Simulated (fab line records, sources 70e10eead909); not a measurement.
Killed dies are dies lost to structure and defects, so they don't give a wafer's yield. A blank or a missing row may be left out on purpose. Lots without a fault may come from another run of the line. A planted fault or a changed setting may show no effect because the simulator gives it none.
Chamber matching | flow nand_harc | NHARC_P_ZERO_WELL_ETCH_63 on rie_si-03: 4 sister chambers
The step etches the open film in HBr/Cl2, target depth 120 nm, time 40.1 s. 4 wafers are shown with their chamber, then 8 later ones without.

WAFERS WITH THEIR CHAMBER
wafer  | chamber | drypump_motor_current_A (A)
L981.3 | 1       | 6.3
L981.5 | 3       | 6.2
L986.5 | 0       | 4.7
L990.1 | 2       | 5.2

WAFERS WITHOUT THEIR CHAMBER
wafer  | drypump_motor_current_A (A)
L990.2 | 6.2
L990.5 | 5.2
L991.1 | 5.1
L991.4 | 6.2
L991.6 | 6.2
L992.1 | 6.2
L992.3 | 6.2
L992.5 | 6.3

WHICH CHAMBER EACH WENT THROUGH
wafer  | from the rows above | in truth
L990.2 | 3                   | 3
L990.5 | 2                   | 2
L991.1 | 2                   | 2
L991.4 | 3                   | 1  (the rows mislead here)
L991.6 | 3                   | 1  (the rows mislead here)
L992.1 | 3                   | 3
L992.3 | 3                   | 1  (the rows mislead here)
L992.5 | 1                   | 1
Placed correctly: 5 of 8. Can't be placed from these rows: 0. Placed wrongly: 3.
How it was worked out, from the rows above alone: a wafer's distance from a chamber is the root of the sum, over the readings, of the square of ((its reading less the chamber's mean) divided by the reading's scatter). The wafer belongs to the nearest chamber; if the next one is less than 2 further off, it can't be placed. A chamber's mean is the mean of its shown wafers. The scatter: with one shown wafer a chamber, the root of the mean of the squares of how far each hidden wafer lies from its nearest shown one.
